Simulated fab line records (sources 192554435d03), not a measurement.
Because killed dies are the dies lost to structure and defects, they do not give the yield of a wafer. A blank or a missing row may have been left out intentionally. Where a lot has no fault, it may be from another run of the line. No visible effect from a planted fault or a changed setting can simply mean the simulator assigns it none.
fab line records + flow n5Finfet
record:
- lots: 6
- wafers: 18
- lastDay: 18
route steps=1938 shown BEOL_M6@1241
lots with no fault: from the same line, run without faults
startH: start of the lot's first displayed wafer, in hours after the record's first day + waitH: how many hours have passed since the lot's step before this one + " the same as in the row above + L1.1+2: one row covering several wafers at once + - value missing, or start not given + * or withheld: withheld + < > ~ a bound
route shown NAME@n: a module of which the file shows steps, and the number in the route of the first + usual: mean/standard deviation of fault-free wafers + same: alike in all rows + chamber/n: place in a boat + sites: per-site readings + _std_site: their standard deviation + _edge_site: mean of outer sites minus mean of inner sites + radiusMm: for every site, how far away it sits from the centre of the wafer + mask NAME#n: copy n + behind: the last tool/chamber to shape the wafer + hold: what put the lot on hold/how long, in hours/how the hold closed + device: which transistor (n, p or np) failed to switch + end of line: the route-end tests of the same wafers + step lacking rows: just its recipe + killed: dies lost to structure and defects at the first sort, not the wafer's yield + map: a wafer's dies, marking killed ones x, the rest . and places with no die _
set.NAME: the setting that was run; set.NAME@STEP: the one run at that earlier step + model.NAME: the simulator's own value behind a step, which no gauge read
lots at selected steps of the route; one table per step, one row per wafer
services: when a tool's chamber went out of use (startH, in hours from the record's first day, below 0 if earlier), for how many hours, and the reason
== steps ==
step: N5_BEOL_M6_STRIP_80
recipe:
- chemistry: N2/H2
- timeS: 10
- powerW: 450
- tempC: 40
- pressureMtorr: 20
- rfFrequencyHz: 6e+07
- biasPowerW: 7
- n2FlowSccm: 200
- h2FlowSccm: 200
usual:
- drypumpMotorCurrentA: 5.9/0.39
- h2FlowSccm: 199.9/0.61
- oesProductAu: 0.81/0.094
- rfVppV: 59.2/0.91
- showerheadPlenumPTorr: 2.55/0.095
- throttleValvePct: 23.6/0.33
| lot.wafer | tool       | chamber | startH | waitH | drypumpMotorCurrentA | h2FlowSccm | oesProductAu | rfHoursCounterH | rfVppV | showerheadPlenumPTorr | throttleValvePct |
|-----------|------------|---------|--------|-------|----------------------|------------|--------------|-----------------|--------|-----------------------|------------------|
| L406.3    | rieDiel-03 | 2       | -      | -     | 5.9                  | 200.0      | 0.68         | 241             | 58.2   | 2.39                  | 23.2             |
| L406.4    | "          | 0       | "      | "     | 5.8                  | 199.7      | 0.69         | 218             | 59.2   | 2.61                  | 23.0             |
| L406.5    | "          | 0       | "      | "     | 5.8                  | 200.7      | 0.70         | -               | 57.8   | 2.61                  | 23.0             |
| L410.1    | rieDiel-03 | 1       | -      | -     | 5.8                  | 199.2      | 0.85         | 46              | 59.3   | 2.60                  | 24.0             |
| L410.2    | "          | 0       | "      | "     | 5.8                  | 200.2      | 0.69         | 229             | 59.8   | 2.60                  | 23.0             |
| L410.5    | "          | 2       | "      | "     | 5.9                  | 200.1      | 0.69         | -               | 60.1   | 2.38                  | 23.2             |
| L411.2    | rieDiel-05 | 3       | -      | -     | 5.7                  | 199.3      | 0.68         | 234             | 60.5   | 2.50                  | 23.4             |
| L411.3    | "          | 1       | "      | "     | 5.6                  | 199.6      | 0.69         | 226             | 59.2   | 2.40                  | 23.5             |
| L411.6    | "          | 0       | "      | "     | 6.6                  | 199.8      | 0.79         | -               | 60.6   | 2.67                  | 23.9             |
| L418.1    | rieDiel-04 | 1       | -      | -     | 6.1                  | 200.6      | 0.82         | 95              | 59.2   | 2.57                  | 23.5             |
| L418.3    | "          | 2       | "      | "     | 5.5                  | 200.3      | 0.70         | 215             | 59.7   | 2.42                  | 23.7             |
| L418.4    | "          | 3       | "      | "     | 5.7                  | 198.8      | 0.90         | 21              | 58.7   | 2.59                  | 23.5             |
| L420.1    | rieDiel-05 | 1       | -      | -     | 5.6                  | 200.6      | 0.67         | 245             | 58.7   | 2.39                  | 23.5             |
| L420.2    | "          | 2       | "      | "     | 5.1                  | 200.9      | 0.84         | 56              | 58.6   | 2.70                  | 23.5             |
| L420.5    | "          | 0       | "      | "     | 6.6                  | 200.2      | 0.78         | -               | 59.5   | 2.66                  | 23.9             |
| L425.3    | rieDiel-04 | 2       | -      | -     | 5.5                  | 199.1      | 0.68         | 237             | 57.7   | 2.41                  | 23.7             |
| L425.4    | "          | 1       | "      | "     | 6.1                  | 199.8      | 0.79         | 116             | 61.0   | 2.56                  | 23.5             |
| L425.5    | "          | 1       | "      | "     | 6.1                  | 201.1      | 0.79         | -               | 61.2   | 2.56                  | 23.5             |
step: N5_BEOL_M6_OCD_MEAS_38
usual:
- trenchDepthNm: 94.4/1.8
| lot.wafer | tool   | chamber | startH | waitH | trenchDepthNm |
|-----------|--------|---------|--------|-------|---------------|
| L406.3    | ocd-01 | -       | 194.70 | -     | 91.9          |
| L406.4    | "      | -       | "      | "     | 92.2          |
| L406.5    | "      | -       | "      | "     | 91.7          |
| L410.1    | ocd-01 | -       | 219.40 | -     | 94.6          |
| L410.2    | "      | -       | "      | "     | 92.5          |
| L410.5    | "      | -       | "      | "     | 90.7          |
| L411.2    | ocd-01 | -       | 232.20 | -     | 93.8          |
| L411.3    | "      | -       | "      | "     | 92.2          |
| L411.6    | "      | -       | "      | "     | 93.3          |
| L418.1    | ocd-02 | -       | 263.86 | -     | 95.1          |
| L418.3    | "      | -       | "      | "     | 93.8          |
| L418.4    | "      | -       | "      | "     | 97.0          |
| L420.1    | ocd-01 | -       | 284.65 | -     | 92.5          |
| L420.2    | "      | -       | "      | "     | 94.5          |
| L420.5    | "      | -       | "      | "     | 93.6          |
| L425.3    | ocd-02 | -       | 329.40 | -     | 91.7          |
| L425.4    | "      | -       | "      | "     | 95.3          |
| L425.5    | "      | -       | "      | "     | 95.4          |
step: N5_BEOL_M6_HM_STRIP_39
recipe:
- chemistry: peroxideTinStrip
- material: TiN
- targetDepthA: 250
- tempC: 50
- timeS: 158
step: N5_BEOL_M6_SRD_40
recipe:
- timeS: 30
- tempC: 23
- rinseLiquid: diw
- dry: ipaMarangoni
step: N5_BEOL_M6_PRECLEAN_42
recipe:
- chemistry: residueRemover
- timeS: 60
- tempC: 40
step: N5_BEOL_M6_SRD_43
recipe:
- timeS: 30
- tempC: 23
- rinseLiquid: diw
- dry: ipaMarangoni
step: N5_BEOL_M6_CD_MEAS_35
recipe:
- targetCdNm: 40
- targetCdYNm: 28
- polarity: opening
usual:
- cdNm: 40.2/0.65
| lot.wafer | tool     | chamber | startH | waitH | cdNm |
|-----------|----------|---------|--------|-------|------|
| L406.3    | cdSem-03 | -       | 194.86 | 0.0   | 40.4 |
| L406.4    | "        | -       | "      | "     | 39.4 |
| L406.5    | "        | -       | "      | "     | 39.3 |
| L410.1    | cdSem-03 | -       | 219.56 | 0.0   | 39.6 |
| L410.2    | "        | -       | "      | "     | 40.6 |
| L410.5    | "        | -       | "      | "     | 39.8 |
| L411.2    | cdSem-02 | -       | 232.35 | 0.0   | 40.5 |
| L411.3    | "        | -       | "      | "     | 39.8 |
| L411.6    | "        | -       | "      | "     | 40.0 |
| L418.1    | cdSem-02 | -       | 264.01 | 0.0   | 40.5 |
| L418.3    | "        | -       | "      | "     | 39.0 |
| L418.4    | "        | -       | "      | "     | 39.2 |
| L420.1    | cdSem-01 | -       | 284.80 | 0.0   | 39.7 |
| L420.2    | "        | -       | "      | "     | 40.6 |
| L420.5    | "        | -       | "      | "     | 40.0 |
| L425.3    | cdSem-01 | -       | 329.55 | 0.0   | 38.8 |
| L425.4    | "        | -       | "      | "     | 39.5 |
| L425.5    | "        | -       | "      | "     | 40.1 |
step: N5_BEOL_M6_CURE_75
recipe:
- tempC: 370
- timeS: 120
- ambient: DMADMS/He
- material: SiCOH_lowk
usual:
- lampPowerPct: 52.31/0.055
- wafer_temp_C_max: 371.9/0.59
| lot.wafer | tool      | chamber | startH | waitH | lampPowerPct | wafer_temp_C_max |
|-----------|-----------|---------|--------|-------|--------------|------------------|
| L406.3    | uvCure-02 | 1       | 195.00 | 0.1   | 52.29        | 371.1            |
| L406.4    | "         | 1       | "      | "     | 52.36        | 371.5            |
| L406.5    | "         | 1       | "      | "     | 52.34        | 371.6            |
| L410.1    | uvCure-02 | 0       | 219.67 | 0.1   | 52.39        | 371.2            |
| L410.2    | "         | 0       | "      | "     | 52.15        | 371.4            |
| L410.5    | "         | 0       | "      | "     | 52.32        | 372.4            |
| L411.2    | uvCure-02 | 0       | 232.44 | 0.1   | 52.32        | 371.4            |
| L411.3    | "         | 0       | "      | "     | 52.35        | 371.5            |
| L411.6    | "         | 0       | "      | "     | 52.33        | 371.2            |
| L418.1    | uvCure-02 | 1       | 264.06 | 0.0   | 52.37        | 371.4            |
| L418.3    | "         | 1       | "      | "     | 52.32        | 371.3            |
| L418.4    | "         | 1       | "      | "     | 52.32        | 371.5            |
| L420.1    | uvCure-02 | 0       | 284.84 | 0.0   | 52.31        | 371.5            |
| L420.2    | "         | 0       | "      | "     | 52.31        | 371.9            |
| L420.5    | "         | 0       | "      | "     | 52.37        | 371.4            |
| L425.3    | uvCure-02 | 2       | 329.81 | 0.3   | 52.35        | 372.0            |
| L425.4    | "         | 2       | "      | "     | 52.29        | 372.5            |
| L425.5    | "         | 2       | "      | "     | 52.31        | 371.6            |
step: N5_BEOL_M6_DEGAS_44
recipe:
- ambient: vacuum
- tempC: 250
- timeS: 60
usual:
- heaterPowerW: 332/45
| lot.wafer | tool          | chamber | startH | waitH | heaterPowerW |
|-----------|---------------|---------|--------|-------|--------------|
| L406.3    | pvdSputter-02 | -       | 197.31 | 2.3   | 244          |
| L406.4    | "             | -       | "      | "     | 337          |
| L406.5    | "             | -       | "      | "     | 417          |
| L410.1    | pvdSputter-02 | -       | 220.03 | 0.3   | 243          |
| L410.2    | "             | -       | "      | "     | 339          |
| L410.5    | "             | -       | "      | "     | 431          |
| L411.2    | pvdSputter-01 | -       | 232.93 | 0.4   | 341          |
| L411.3    | "             | -       | "      | "     | 304          |
| L411.6    | "             | -       | "      | "     | 331          |
| L418.1    | pvdSputter-03 | -       | 264.54 | 0.4   | 318          |
| L418.3    | "             | -       | "      | "     | 316          |
| L418.4    | "             | -       | "      | "     | 323          |
| L420.1    | pvdSputter-01 | -       | 285.39 | 0.5   | 297          |
| L420.2    | "             | -       | "      | "     | 338          |
| L420.5    | "             | -       | "      | "     | 344          |
| L425.3    | pvdSputter-01 | -       | 330.15 | 0.3   | 297          |
| L425.4    | "             | -       | "      | "     | 304          |
| L425.5    | "             | -       | "      | "     | 324          |
step: N5_BEOL_M6_PRE_CLEAN_45
recipe:
- gas: H2/He
- timeS: 30
- tempC: 250
usual:
- heaterPowerW: 332/45
| lot.wafer | tool          | chamber | startH | waitH | heaterPowerW |
|-----------|---------------|---------|--------|-------|--------------|
| L406.3    | pvdSputter-02 | -       | 197.35 | 0.0   | 244          |
| L406.4    | "             | -       | "      | "     | 336          |
| L406.5    | "             | -       | "      | "     | 415          |
| L410.1    | pvdSputter-02 | -       | 220.07 | 0.0   | 244          |
| L410.2    | "             | -       | "      | "     | 345          |
| L410.5    | "             | -       | "      | "     | 429          |
| L411.2    | pvdSputter-01 | -       | 232.97 | 0.0   | 347          |
| L411.3    | "             | -       | "      | "     | 297          |
| L411.6    | "             | -       | "      | "     | 324          |
| L418.1    | pvdSputter-03 | -       | 264.58 | 0.0   | 304          |
| L418.3    | "             | -       | "      | "     | 318          |
| L418.4    | "             | -       | "      | "     | 321          |
| L420.1    | pvdSputter-01 | -       | 285.43 | 0.0   | 294          |
| L420.2    | "             | -       | "      | "     | 346          |
| L420.5    | "             | -       | "      | "     | 336          |
| L425.3    | pvdSputter-01 | -       | 330.19 | 0.0   | 293          |
| L425.4    | "             | -       | "      | "     | 303          |
| L425.5    | "             | -       | "      | "     | 319          |
step: N5_BEOL_M6_ALD_77
recipe:
- material: TaN
- targetThkA: 20
- tempC: 275
- aldPrecursorFamily: PDMAT
- aldCoReactant: NH3
- pressureTorr: 3
- carrierFlowSccm: 1500
- pulseTimeS: 2
- purgeTimeS: 3
- coReactantPurgeTimeS: 2
- coReactantPulseTimeS: 3
- aldCycles: 40
- precursorVesselTempC: 75
- precursorVesselPressureTorr: 26.25
- precursorVesselCarrierSccm: 1000
step: N5_BEOL_M6_SURFACE_TREAT_79
recipe:
- gas: Ar
- timeS: *
- ionEnergyEv: *
- ionCurrentMaCm2: 0.5
- pressureMtorr: *
- arFlowSccm: 30
usual:
- throttleValvePct: *
| lot.wafer | tool          | chamber | startH | waitH | throttleValvePct |
|-----------|---------------|---------|--------|-------|------------------|
| L406.3    | pvdSputter-02 | -       | 197.75 | 0.2   | *                |
| L406.4    | "             | -       | "      | "     | *                |
| L406.5    | "             | -       | "      | "     | *                |
| L410.1    | pvdSputter-01 | -       | 220.68 | 0.2   | *                |
| L410.2    | "             | -       | "      | "     | *                |
| L410.5    | "             | -       | "      | "     | *                |
| L411.2    | pvdSputter-01 | -       | 233.35 | 0.2   | *                |
| L411.3    | "             | -       | "      | "     | *                |
| L411.6    | "             | -       | "      | "     | *                |
| L418.1    | pvdSputter-03 | -       | 264.96 | 0.2   | *                |
| L418.3    | "             | -       | "      | "     | *                |
| L418.4    | "             | -       | "      | "     | *                |
| L420.1    | pvdSputter-01 | -       | 286.07 | 0.4   | *                |
| L420.2    | "             | -       | "      | "     | *                |
| L420.5    | "             | -       | "      | "     | *                |
| L425.3    | pvdSputter-02 | -       | 330.71 | 0.2   | *                |
| L425.4    | "             | -       | "      | "     | *                |
| L425.5    | "             | -       | "      | "     | *                |
step: N5_BEOL_M6_CVD_78
recipe:
- material: Co
- targetThkA: 20
- tempC: withheld
- precursor: CCTBA/H2
- pressureTorr: 30
- timeS: 142.3
usual:
- chamberPressureTorr: 30.00/0.067
- runLengthS: 165.0/0.63
| lot.wafer | tool     | chamber | startH | waitH | chamberPressureTorr | runLengthS | sinceWetCleanH |
|-----------|----------|---------|--------|-------|---------------------|------------|----------------|
| L406.3    | cvdCo-01 | 1       | 197.83 | 0.1   | 29.93               | 165.2      | 1177           |
| L406.4    | "        | 1       | "      | "     | 29.97               | 165.0      | -              |
| L406.5    | "        | 2       | "      | "     | 30.07               | 163.9      | -              |
| L410.1    | cvdCo-01 | 2       | 220.96 | 0.3   | 29.99               | 163.8      | 303            |
| L410.2    | "        | 0       | "      | "     | 30.07               | 165.1      | 762            |
| L410.5    | "        | 1       | "      | "     | 29.93               | 285.8      | -              |
| L411.2    | cvdCo-01 | 1       | 233.63 | 0.3   | 29.95               | 286.5      | 1212           |
| L411.3    | "        | 2       | "      | "     | 29.99               | 163.8      | 316            |
| L411.6    | "        | 1       | "      | "     | 30.00               | 286.0      | -              |
| L418.1    | cvdCo-02 | 0       | 265.02 | 0.0   | 30.05               | 164.9      | 1025           |
| L418.3    | "        | 2       | "      | "     | 30.06               | 165.7      | 566            |
| L418.4    | "        | 0       | "      | "     | 30.03               | 165.2      | -              |
| L420.1    | cvdCo-02 | 0       | 286.13 | 0.0   | 30.07               | 165.6      | 1046           |
| L420.2    | "        | 2       | "      | "     | 29.91               | 165.4      | 587            |
| L420.5    | "        | 1       | "      | "     | 29.99               | 165.2      | -              |
| L425.3    | cvdCo-02 | 2       | 330.97 | 0.2   | 29.97               | 165.1      | 632            |
| L425.4    | "        | 1       | "      | "     | 30.16               | 165.7      | -              |
| L425.5    | "        | 0       | "      | "     | 30.01               | 164.9      | -              |
step: N5_BEOL_M6_SPUTTER_48
recipe:
- material: Cu
- targetThkA: 100
- tempC: -20
- biasV: 60
- powerW: 26000
- chamberPressurePa: 0.13
- timeS: 1.667
== services ==
| tool          | chamber | startH | hours | kind                        |
|---------------|---------|--------|-------|-----------------------------|
| uvCure-02     | -       | 173.27 | 7.5   | pm                          |
| rieDiel-04    | 3       | 176.86 | -     | clean                       |
| rieDiel-04    | 3       | 176.86 | -     | consumableReplace:focusRing |
| rieDiel-04    | 3       | 176.86 | 19.3  | scheduledDown               |
| rieDiel-04    | 3       | 176.86 | 19.3  | ventCycle                   |
| rieDiel-03    | 3       | 197.84 | 8.7   | repair                      |
| uvCure-02     | -       | 201.66 | 0.3   | repair                      |
| cvdCo-01      | -       | 204.15 | 2.1   | repair                      |
| cvdCo-02      | -       | 206.61 | 6.0   | pm                          |
| rieDiel-03    | 3       | 214.28 | 5.1   | repair                      |
| cvdCo-01      | -       | 223.42 | 8.5   | repair                      |
| uvCure-02     | -       | 237.23 | 1.8   | repair                      |
| rieDiel-03    | 3       | 248.74 | 6.3   | repair                      |
| rieDiel-04    | 3       | 251.44 | 4.5   | repair                      |
| rieDiel-05    | 3       | 256.33 | 3.1   | repair                      |
| rieDiel-03    | 2       | 262.22 | 1.6   | repair                      |
| rieDiel-04    | 1       | 270.31 | 3.5   | repair                      |
| rieDiel-03    | 2       | 283.29 | 16.3  | repair                      |
| cvdCo-01      | 2       | 300.00 | 30.8  | repair                      |
| uvCure-02     | -       | 305.07 | 1.0   | pm                          |
| rieDiel-05    | 2       | 309.40 | 3.4   | repair                      |
| pvdSputter-03 | -       | 313.96 | 11.4  | repair                      |
| rieDiel-05    | 3       | 320.86 | 5.4   | repair                      |
| cvdCo-01      | -       | 329.87 | 1.7   | repair                      |
== key ==
firstSign:
- step: N5_BEOL_M6_CVD_78
- reading: runLengthS
- direction: up
- sigmas: 99+
- usual: *
- struck: *
effect none on later readings
metAt N5_BEOL_M6_CVD_78
struckWafers L410.5,L411.2,L411.6
onsetBetween 197.83 220.96
fault:
- kind: processParameterDrift
- tool: cvdCo-01
- chamber: 1
- onsetH: 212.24
- steps: N5_BEOL_M6_CVD_78
- channel: timeS
- offset: *
- shape: step
- endH: 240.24
- actsIn: *
- stated: *
